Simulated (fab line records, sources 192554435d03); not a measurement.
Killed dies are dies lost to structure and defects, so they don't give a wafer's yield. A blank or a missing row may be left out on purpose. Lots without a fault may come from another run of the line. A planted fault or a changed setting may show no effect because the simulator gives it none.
Chamber matching | flow n5_finfet | N5_HKMG_FIN_CVD_62 on thermal_cvd_si-02: 3 sister chambers
The step deposits a-Si from Si2H6, target thk 3 nm, time 20.8 s. 3 wafers are shown with their chamber, then 7 later ones without.

WAFERS WITH THEIR CHAMBER
wafer  | chamber | heater_power_w (W)
L258.1 | 2       | 1805
L262.6 | 1       | 1174
L264.5 | 0       | 1482

WAFERS WITHOUT THEIR CHAMBER
wafer  | heater_power_w (W)
L264.6 | 1774
L268.1 | 1725
L268.2 | 1477
L268.5 | 1475
L272.3 | 1474
L272.4 | 1751
L272.6 | 1159

WHICH CHAMBER EACH WENT THROUGH
wafer  | from the rows above | in truth
L264.6 | 2                   | 2
L268.1 | 2                   | 2
L268.2 | 0                   | 0
L268.5 | 0                   | 0
L272.3 | 0                   | 0
L272.4 | 2                   | 2
L272.6 | 1                   | 1
Placed correctly: 7 of 7. Can't be placed from these rows: 0. Placed wrongly: 0.
How it was worked out, from the rows above alone: a wafer's distance from a chamber is the root of the sum, over the readings, of the square of ((its reading less the chamber's mean) divided by the reading's scatter). The wafer belongs to the nearest chamber; if the next one is less than 2 further off, it can't be placed. A chamber's mean is the mean of its shown wafers. The scatter: with one shown wafer a chamber, the root of the mean of the squares of how far each hidden wafer lies from its nearest shown one.
